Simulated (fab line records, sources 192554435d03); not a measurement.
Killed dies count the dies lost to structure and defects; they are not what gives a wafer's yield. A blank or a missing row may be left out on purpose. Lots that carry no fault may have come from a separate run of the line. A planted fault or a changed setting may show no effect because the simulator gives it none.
Split-lot trial :: flow n5-finfet :: route with 1938 steps; 7 lots, 21 wafers read

## ABOUT THE SPLIT
At N5_BEOL_M8_ILD_DEP_00 (deposits SiCOH lowk from DEMS/porogen, target thk 179.75 nm, time 33.4 s), the setting temp-c was moved away from the recipe's 300 C on 9 of the 21 wafers read, by -1.2% to +1.8%. This setting was run at the recipe's value on the other wafers.

## FROM THE SPLIT TO THE READING: what the file shows between them, 1 step
- N5_BEOL_M8_CURE_74: cures SiCOH lowk, time 240 s

## THE READING
M8_ILD_THK at N5_BEOL_M8_THK_MEAS_01, in nm. A value of 155.9 nm with a standard deviation of 1.9 nm is what fault-free wafers of this fab line usually give.

wafer: L075.1
tool, chamber at the split: pecvd-03, 2
temp-c as run, C: 300
against the recipe: recipe
M8_ILD_THK, nm: 152.9
against lot-mates on the recipe: -

wafer: L075.2
tool, chamber at the split: pecvd-03, 1
temp-c as run, C: 300
against the recipe: recipe
M8_ILD_THK, nm: 153.1
against lot-mates on the recipe: -

wafer: L075.3
tool, chamber at the split: pecvd-03, 2
temp-c as run, C: 300
against the recipe: recipe
M8_ILD_THK, nm: 155.7
against lot-mates on the recipe: -

wafer: L076.3
tool, chamber at the split: pecvd-03, 2
temp-c as run, C: 300
against the recipe: recipe
M8_ILD_THK, nm: 157.9
against lot-mates on the recipe: -

wafer: L076.4
tool, chamber at the split: pecvd-03, 1
temp-c as run, C: 300
against the recipe: recipe
M8_ILD_THK, nm: 156.5
against lot-mates on the recipe: -

wafer: L076.6
tool, chamber at the split: pecvd-03, 1
temp-c as run, C: 304.8
against the recipe: +1.6%
M8_ILD_THK, nm: 153.9
against lot-mates on the recipe: -3.3

wafer: L081.1
tool, chamber at the split: pecvd-02, 1
temp-c as run, C: 300
against the recipe: recipe
M8_ILD_THK, nm: 157.3
against lot-mates on the recipe: -

wafer: L081.2
tool, chamber at the split: pecvd-02, 2
temp-c as run, C: 300
against the recipe: recipe
M8_ILD_THK, nm: 157.5
against lot-mates on the recipe: -

wafer: L081.3
tool, chamber at the split: pecvd-02, 0
temp-c as run, C: 304.3
against the recipe: +1.4%
M8_ILD_THK, nm: 154.7
against lot-mates on the recipe: -2.7

wafer: L083.1
tool, chamber at the split: pecvd-02, 0,1
temp-c as run, C: 305.3
against the recipe: +1.8%
M8_ILD_THK, nm: 150.0
against lot-mates on the recipe: -6.7

wafer: L083.2
tool, chamber at the split: pecvd-02, 2
temp-c as run, C: 300
against the recipe: recipe
M8_ILD_THK, nm: 156.7
against lot-mates on the recipe: -

wafer: L083.3
tool, chamber at the split: pecvd-02, 0,1
temp-c as run, C: 305.3
against the recipe: +1.8%
M8_ILD_THK, nm: 150.3
against lot-mates on the recipe: -6.4

wafer: L086.3
tool, chamber at the split: pecvd-03, 2,0
temp-c as run, C: 296.3
against the recipe: -1.2%
M8_ILD_THK, nm: 158.9
against lot-mates on the recipe: no lot-mate on the recipe

wafer: L086.4
tool, chamber at the split: pecvd-03, 2
temp-c as run, C: 296.3
against the recipe: -1.2%
M8_ILD_THK, nm: 160.8
against lot-mates on the recipe: no lot-mate on the recipe

wafer: L086.6
tool, chamber at the split: pecvd-03, 2,0
temp-c as run, C: 296.3
against the recipe: -1.2%
M8_ILD_THK, nm: 159.0
against lot-mates on the recipe: no lot-mate on the recipe

wafer: L089.1
tool, chamber at the split: pecvd-03, 1
temp-c as run, C: 300
against the recipe: recipe
M8_ILD_THK, nm: 156.3
against lot-mates on the recipe: -

wafer: L089.3
tool, chamber at the split: pecvd-03, 2
temp-c as run, C: 300
against the recipe: recipe
M8_ILD_THK, nm: 155.5
against lot-mates on the recipe: -

wafer: L089.4
tool, chamber at the split: pecvd-03, 0
temp-c as run, C: 304.6
against the recipe: +1.5%
M8_ILD_THK, nm: 152.8
against lot-mates on the recipe: -3.1

wafer: L090.4
tool, chamber at the split: pecvd-03, 1
temp-c as run, C: 303.8
against the recipe: +1.3%
M8_ILD_THK, nm: 153.5
against lot-mates on the recipe: -3.2

wafer: L090.5
tool, chamber at the split: pecvd-03, 2
temp-c as run, C: 300
against the recipe: recipe
M8_ILD_THK, nm: 157.3
against lot-mates on the recipe: -

wafer: L090.6
tool, chamber at the split: pecvd-03, 0
temp-c as run, C: 300
against the recipe: recipe
M8_ILD_THK, nm: 156.0
against lot-mates on the recipe: -
Rows listing several chambers each stand for several wafers; the file does not say which wafer went through which chamber.

THE FIT
A straight line over all 21 wafers: M8_ILD_THK changes by -2.5 nm for each +1% of temp-c; r = -0.85; the points scatter about the line by 1.5 nm.
The same after taking each lot's own level away (the mean of its wafers on the recipe; 18 wafers): -2.8 nm for each +1%; r = -0.91; scatter 1 nm.
That fit puts the effect of the largest move of temp-c on the reading at 4.9 nm.
From 153.90 to 157.40 nm: that is the span of the lots' own levels, equal to 1.8 times the standard deviation above.
So the lot-to-lot level changes the slope: the two fits differ.
Check: with one of the wafers moved furthest among these (+1.8%) left out of the fit, the line predicts -4.42 nm for it against its lot-mates. It came out at -6.7 nm against them.

## THE OTHER SPLITS THESE WAFERS WENT THROUGH
These wafers also went through other splits before the reading. Each is held against what the fit with the lots' levels taken away leaves over:
other split on the same wafers: N5_BEOL_M5_ETCH_62 source-w
wafers away from the commonest value: 9
r with M8_ILD_THK (lot level and that fit taken away): -0.04

other split on the same wafers: N5_BEOL_M6_ILD_DEP_00 time-s
wafers away from the commonest value: 6
r with M8_ILD_THK (lot level and that fit taken away): -0.12

other split on the same wafers: N5_BEOL_M6_EXPOSE_08 dose-mj
wafers away from the commonest value: 6
r with M8_ILD_THK (lot level and that fit taken away): +0.09

other split on the same wafers: N5_BEOL_M7_COAT_05 spin-rpm
wafers away from the commonest value: 6
r with M8_ILD_THK (lot level and that fit taken away): -0.40

other split on the same wafers: N5_BEOL_M7_ETCH_61 source-w
wafers away from the commonest value: 6
r with M8_ILD_THK (lot level and that fit taken away): -0.05

## THE WHOLE CHAIN: every reading that the file lists as answering this split, in the file's order
step: N5_BEOL_M8_ILD_DEP_00
what it does: deposits SiCOH lowk from DEMS/porogen, target thk 179.75 nm, time 33.4 s
reading: SiCOH_lowk_of_BEOL_M8_ILD_DEP_00.thk-nm (the simulator's own value, which no gauge read)
change (the file's fit): -2.86 nm for each +1% of the setting
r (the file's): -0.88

step: N5_BEOL_M8_CURE_74
what it does: cures SiCOH lowk, time 240 s
reading: SiCOH_lowk_of_BEOL_M8_ILD_DEP_00.thk-nm (the simulator's own value, which no gauge read)
change (the file's fit): -2.48 nm for each +1% of the setting
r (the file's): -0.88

step: N5_BEOL_M8_THK_MEAS_01
what it does: 
reading: M8_ILD_THK
change (the file's fit): -2.51 for each +1% of the setting
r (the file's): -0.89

## FILE'S OWN FIT
M8_ILD_THK changes by -2.51 nm for each +1% of temp-c, r = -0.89.
